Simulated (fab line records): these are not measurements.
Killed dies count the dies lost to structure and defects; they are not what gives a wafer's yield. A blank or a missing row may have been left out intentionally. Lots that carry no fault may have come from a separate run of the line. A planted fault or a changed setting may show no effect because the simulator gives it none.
Which tool was responsible? ; flow nand-harc ; 7 lots with 21 wafers sampled at 2 steps, on a route of 1302 steps

== WHAT THE GAUGES READ, wafer by wafer ==
NHARC_A_BONDPAD_OVL_MEAS_35.
lot;measured;on;overlay-x-nm (nm)
L456;day 23 23:27;overlay-01;-2 -2 -2
L462;day 27 02:39;overlay-01;0 1 0
L465;day 27 19:17;overlay-02;-5 -5 -5
L469;day 29 14:54;overlay-02;6 7 7
L473;day 30 21:53;overlay-02;9 8 9
L475;day 32 10:50;overlay-02;3 2 2
L476;day 33 00:55;overlay-02;2 2 3

== TOOL THAT RAN EACH LOT (tool first, then ch and the chambers of the sampled wafers, then the start) ==
lot;NHARC_A_CONTACT_ETCH_116
L456;har-cap-etch-02 ch 0,1, day 22 09:22
L462;har-cap-etch-01 ch 0,1, day 25 08:05
L465;har-cap-etch-02 ch 0,1, day 26 06:50
L469;har-cap-etch-03 ch 1, day 28 04:04
L473;har-cap-etch-01 ch 1, day 29 10:42
L475;har-cap-etch-03 ch 0,1, day 30 17:14
L476;har-cap-etch-02 ch 0,1, day 31 07:13
- NHARC_A_CONTACT_ETCH_116: etches the open film in C4F8/O2/Ar, time 190 s, target depth 1850 nm.

== THE ANSWER, worked out from the rows above alone ==
Rule: usual is defined by the lots themselves. Put in order of their means at a reading, lots are off if they are a third of the lots or fewer, leave a main group of 4 or more, and stand apart from it by a gap of 3 or more times the standard deviation of the main group's means; of several such gaps the widest counts. Not used: any main group whose means are identical at the precision the tables above print for the reading. A lot without any number at a reading at which 4 lots or more have one is off too. Where the step has rows for the other lots, those lots are counted as sound.
None of the lots is off at any reading shown; this tells nothing.

== WHAT WAS PUT IN BY THE SIMULATOR ==
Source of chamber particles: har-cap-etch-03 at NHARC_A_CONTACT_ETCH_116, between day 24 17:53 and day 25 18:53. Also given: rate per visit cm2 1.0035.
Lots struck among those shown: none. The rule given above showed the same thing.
